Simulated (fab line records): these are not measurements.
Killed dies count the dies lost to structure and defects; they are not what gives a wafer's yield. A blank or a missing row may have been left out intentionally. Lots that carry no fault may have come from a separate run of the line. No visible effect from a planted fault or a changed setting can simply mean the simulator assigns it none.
Problem report, 8D (eight disciplines) form, completed by code + flow nandHarc + the parts of the form that need people (team, actions taken, sign-off) are left out

== 1. PROBLEM STATEMENT ==
Mean of exposureDoseMJCm2 at NHARC_A_BONDPAD_EXPOSE_06: 42.77 across 6 wafers in 2 lots; on wafers with no fault it is 36.96 (standard deviation 0.04). That is +99 or more standard deviations from the usual mean.
The step: exposes mask A BPAD.
Seen first at day 20 20:24 on krfScanner-03, wafer L793.1. The record holds 36 wafers of 12 lots with a number at this step. Rule for "out", or "out of limits": more than 4 standard deviations from the usual mean. The rest of the wafers with a number are treated as sound.

== 2. WHAT IT IS AND WHAT IT IS NOT ==
| question                    | is                     | is not                                                                                 |
|-----------------------------|------------------------|----------------------------------------------------------------------------------------|
| which readings at this step | exposureDoseMJCm2      | -                                                                                      |
| which lots                  | L793, L794             | L779, L781, L783, L784, L785, L787, L796, L797, L798, L799                             |
| which wafers of those lots  | all that have a number | -                                                                                      |
| read on which tools         | krfScanner-03          | krfScanner-01, krfScanner-04                                                           |
| when                        | from day 20 20:24      | up to then (18 sound wafers); but 12 sound wafers of L796, L797, L798, L799 came after |

== 3. WHAT RULES OUT EACH SUSPECT ==
Counting: any tool at a process step up to the reading is kept as a suspect provided that every lot that is out went through it and no sound lot did after the first of them.
- rieDiel-03 at NHARC_A_M1_ETCH_35 (etches the open film in N2/H2, target depth 40 nm, overetch 12 nm, time 43.94 s): ruled out as a lasting fault. Following L793 (day 20 16:03), the first lot on it that is out, the sound lots L798 were run on it.
- krfScanner-03 at NHARC_A_BONDPAD_EXPOSE_06 (exposes mask A BPAD): kept. It processed each lot that is out, first L793 at day 20 20:24, and no sound lot thereafter; up to then, the last sound lot it processed was L785 at day 19 12:47. Its own exposureDoseMJCm2 readings are out on those wafers.
After counting, what remains is krfScanner-03 at NHARC_A_BONDPAD_EXPOSE_06.

== 4. THE CAUSE (what the simulator had put in) ==
Process parameter drift: krfScanner-03, from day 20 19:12 on, at NHARC_A_BONDPAD_EXPOSE_06. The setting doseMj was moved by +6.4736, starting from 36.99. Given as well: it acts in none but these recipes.
Counting left only this tool.

== 5. SEQUENCE OF EFFECTS, ordered by route ==
One row per reading whose mean, taken over the struck wafers that have a number, lies over 3 standard deviations from the usual. Scope: only readings with a usual standard deviation given in the record; hours: median across lots of the time from each lot's start at the first step in this table that gives one to its start at this step; sigmas: change in usual standard deviations.
| hours | step                      | reading           | usual | on struck wafers | change | sigmas      |
|-------|---------------------------|-------------------|-------|------------------|--------|-------------|
| 0     | NHARC_A_BONDPAD_EXPOSE_06 | exposureDoseMJCm2 | 36.96 | 42.77            | +5.81  | +99 or more |
Process steps it contains:
- NHARC_A_BONDPAD_EXPOSE_06: exposes mask A BPAD.

== 6. HOW IT WOULD HAVE BEEN CAUGHT EARLIER ==
In this record the first reading out of limits was taken at day 20 20:24, 1 hour after the fault began at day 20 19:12.
